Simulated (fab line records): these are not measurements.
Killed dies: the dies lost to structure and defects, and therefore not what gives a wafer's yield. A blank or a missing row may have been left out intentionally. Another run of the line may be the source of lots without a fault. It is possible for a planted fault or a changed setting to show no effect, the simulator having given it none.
2 desks, one fault || flow nand-harc || every desk sees just its own numbers, and what lay behind them comes last

== THE DEFECT DESK ==
Inspection counts along the route, by lot: the mean over sampled wafers that carry a number. Marked OUT: a lot whose mean sits more than 4 standard deviations from the usual mean, which makes it out of limits; the brackets give that distance.
Columns: A = raw-defect-count at NHARC_A_M0_INSPECT_27, usual 436
{"lot": "L474", "first seen here": "day 18 03:36", "A": 299}
{"lot": "L476", "first seen here": "day 18 03:47", "A": 400}
{"lot": "L475", "first seen here": "day 18 04:22", "A": 467}
{"lot": "L480", "first seen here": "day 19 01:02", "A": 307}
{"lot": "L479", "first seen here": "day 19 01:21", "A": 498}
{"lot": "L477", "first seen here": "day 19 07:06", "A": 368}
{"lot": "L482", "first seen here": "day 19 14:20", "A": 371}
{"lot": "L486", "first seen here": "day 20 13:35", "A": 530}
{"lot": "L488", "first seen here": "day 21 11:40", "A": 607}
{"lot": "L489", "first seen here": "day 21 12:40", "A": 543}
{"lot": "L490", "first seen here": "day 22 03:18", "A": 359}
{"lot": "L493", "first seen here": "day 22 03:49", "A": 579}
This desk found nothing out of limits on any of the 12 lots.

== AT THE TOOL OWNER'S DESK: rie-diel-11 ==
The tool's own readings at NHARC_A_M1_ETCH_15 (etches the open film in C4F8/Ar, target depth 182.5 nm, time 91.2 s): means of the sampled wafers that have a number, for each lot that ran on this tool. Marked OUT: a lot whose mean sits more than 4 standard deviations from the usual mean, which makes it out of limits; the brackets give that distance.
Columns: A = bias-w at NHARC_A_M1_ETCH_15, usual 299.8 W; B = oes-product-au at NHARC_A_M1_ETCH_15, usual 0.948 a.u.; C = rf-vpp-V at NHARC_A_M1_ETCH_15, usual 440.8 V
{"lot": "L480", "first seen here": "day 19 02:49", "A": 300.7, "B": 0.965, "C": 440.7}
{"lot": "L479", "first seen here": "day 19 03:08", "A": 300.7, "B": 0.924, "C": 441.8}
{"lot": "L482", "first seen here": "day 19 16:14", "A": 299.7, "B": 0.972, "C": 440.4}
{"lot": "L486", "first seen here": "day 20 15:13", "A": 301.4, "B": "1.196 (+9.9) OUT", "C": 438.7}
Finding of this desk: L486 out of limits; the first was L486 at day 20 15:13, on oes-product-au at NHARC_A_M1_ETCH_15. Within limits: L480, L479, L482.

== TAKEN TOGETHER ==
At day 20 15:13, on L486, the tool owner's desk was in a position to raise an alarm.
The defect desk saw nothing out of limits.
The defect desk has L486 on record, within its limits.
The lots listed all ran NHARC_A_M1_ETCH_15 on rie-diel-11.

== WHAT WAS PUT IN BY THE SIMULATOR ==
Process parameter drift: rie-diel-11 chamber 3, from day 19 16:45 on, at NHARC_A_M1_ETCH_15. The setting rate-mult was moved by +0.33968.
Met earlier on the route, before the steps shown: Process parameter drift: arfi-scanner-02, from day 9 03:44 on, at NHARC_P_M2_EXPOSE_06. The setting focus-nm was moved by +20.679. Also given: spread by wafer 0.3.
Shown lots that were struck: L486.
Delay in hours, fault start to first out-of-limits reading, by desk: the tool owner's desk at 22.
